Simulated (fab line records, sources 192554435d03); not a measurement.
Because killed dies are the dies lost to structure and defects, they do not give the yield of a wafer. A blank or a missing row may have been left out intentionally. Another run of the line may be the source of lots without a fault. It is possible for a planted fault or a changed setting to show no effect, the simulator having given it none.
A lot that was struck, set against a sound lot | flow n5 finfet | 37 steps out of a route of 1938
Sound: wafers L267.3, L267.4, L267.6. Struck: wafer L273.6 (left out: L273.3, a lot-mate that was not struck); the cause follows at the end.
For every step that has rows: the tool of each side, followed by ch and its chambers, followed by its first start. Under that, the readings that differ: sound wafers | struck wafers | difference of the means | sigmas: that difference in standard deviations of wafers without a fault.
alike: same words and numbers on both sides, and readings whose means sit less than 2 such deviations apart. not compared: any withheld reading, any reading some wafer has no value for, any bound like >300 that may hide the same value, and any number with overlapping values for which the record gives no deviation.
Wherever a step has rows on one side only, a row that says differs or no value, or a row with sigmas, the two part there. Numbers that don't overlap but have no deviation are shown without sigmas and don't part them. Lack of a reading on every wafer of one side parts them only where that side has two or more wafers.

first, 9 steps without rows for these wafers: N5_PMOS_HMC_CHANNEL_EPI_PRECLEAN_40 (cleans in DHF, time 30 s); N5_PMOS_HMC_CHANNEL_EPI_PRECLEAN_37 (cleans in O3/DIW, time 45 s); N5_PMOS_HMC_CHANNEL_EPI_PRECLEAN_24 (cleans in DHF, time 30 s); N5_PMOS_HMC_CHANNEL_EPI_SRD_25 (time 30 s); N5_PMOS_HMC_CHANNEL_EPI_EPI_26 (deposits Si from SiH4/H2, target thk 3.8 nm, time 22.7 s); N5_FIN_SAQP_PRECLEAN_42 (cleans in O3/DIW, time 60 s); N5_FIN_SAQP_PRECLEAN_00 (cleans in SC1, time 60 s); N5_FIN_SAQP_PRECLEAN_44 (cleans in SC2, time 45 s); N5_FIN_SAQP_SRD_01 (time 30 s).
N5_FIN_SAQP_ALD_61: deposits SiO2, target thk 4 nm, pulse time 1 s, purge time 2 s.
  sound on ald sin-03 ch 0,1,3, day 2 08:31; struck on ald sin-03 ch 1, day 3 21:22
  reading                                   | sound             | struck | difference | sigmas
  ald cycles                                | 43 43 43          | 22     | -21        |
  model.SiO2_of_FIN_SAQP_ALD_61.thk nm (nm) | 3.987 4.004 3.997 | 2.048  | -1.948     |
  alike: heater power w, precursor pulse height rel
then, 24 steps without rows for these wafers: N5_FIN_SAQP_DENSIFY_62 (time 60 s); N5_FIN_SAQP_HM_DEP_03 (deposits SiNx from SiH4/NH3/N2, target thk 38 nm, time 33.6 s); N5_FIN_SAQP_PECVD_47 (deposits a-Si from SiH4/He, target thk 45 nm, time 36.3 s); N5_FIN_SAQP_PECVD_48 (deposits SiNx from SiH4/NH3/N2, target thk 25 nm, time 22.1 s); N5_FIN_SAQP_PECVD_06 (deposits a-Si from SiH4/He, target thk 60 nm, time 48.1 s); N5_FIN_SAQP_HM_DEP_72 (deposits SiO2 from SiH4/N2O, target thk 12 nm, time 7.2 s); N5_FIN_SAQP_COAT_49 (time 60 s, resist thk 100 nm); N5_FIN_SAQP_COAT_50 (time 60 s, resist thk 35 nm); N5_FIN_SAQP_COAT_10 (resist thk 90 nm); N5_FIN_SAQP_EBR_12; N5_FIN_SAQP_SOFTBAKE_11 (time 60 s); N5_FIN_SAQP_EXPOSE_13 (exposes mask FIN CORE, target cd 35.6 nm); N5_FIN_SAQP_PEB_14 (peb time 60 s); N5_FIN_SAQP_DEVELOP_15 (develop time 30 s); N5_FIN_SAQP_DESCUM_21 (chemistry O2, time 7.9 s); N5_FIN_SAQP_ETCH_51 (etches SiARC in CF4, target depth 45.5 nm, time 75.8 s); N5_FIN_SAQP_ETCH_52 (etches SOC in N2/H2, target depth 100 nm, overetch 20 nm, time 150 s); N5_FIN_SAQP_STRIP_53 (strips in N2/H2); N5_FIN_SAQP_HM_OPEN_73 (chemistry CHF3/O2, target SiO2, stops on a-Si, target depth 12 nm, time 16.8 s); N5_FIN_SAQP_STRIP_74 (strips in CHF3/O2); N5_FIN_SAQP_MANDREL_ETCH_22 (etches a-Si in HBr/Cl2, stops on SiNx, target depth 60 nm, bt time 10 s, time 30 s); N5_FIN_SAQP_STRIP_55 (strips in N2/H2); N5_FIN_SAQP_STRIP_23 (strips in SPM, time 750 s); N5_FIN_SAQP_SRD_66 (time 30 s).
N5_FIN_CUT_CUT_ETCH_27: etches SiO2 in CHF3/O2, target depth 4 nm, overetch 2 nm, time 4.9 s.
  sound on rie diel-02 ch 1,2,3, day 2 16:37; struck on rie diel-02 ch 0, day 4 05:16
  reading                  | sound             | struck | difference | sigmas
  oes product au (a.u.)    | 0.62 0.56 0.65    | 0.43   | -0.18      | -4
  model.etch.depth nm (nm) | 3.987 4.004 3.997 | 2.048  | -1.948     |
  alike: drypump motor current A, mfc ar sccm, rf vpp V, showerhead plenum p Torr, throttle valve pct
  not compared: rf hours counter h
N5_STI_FIN_REVEAL_STRIP_16: strips SiNx in H3PO4, target depth 23.8 nm.
  sound on wet bench-04 ch 2,3,7, day 3 01:09; struck on wet bench-04 ch 2, day 4 13:19
  reading                                   | sound       | struck | difference | sigmas
  model.SiO2_of_FIN_SAQP_ALD_61.thk nm (nm) | 3.8 3.8 3.8 | 1.8    | -2.0       |
-- the record jumps here: 9 days lie between the struck wafers' starts before and after (it left off in module STI_FIN_REVEAL and takes up again in module PASSIVATION, whose first step shown is number 1936 of the route) --
N5_PASSIVATION_PROBE_49:
  only the struck wafers here have rows in the record (prober-01, day 13 17:14); the sound ones have none

WHERE THEY PART
Earliest at N5_FIN_CUT_CUT_ETCH_27; latest, in this record, at N5_PASSIVATION_PROBE_49.

WHY: the cause the simulator had injected
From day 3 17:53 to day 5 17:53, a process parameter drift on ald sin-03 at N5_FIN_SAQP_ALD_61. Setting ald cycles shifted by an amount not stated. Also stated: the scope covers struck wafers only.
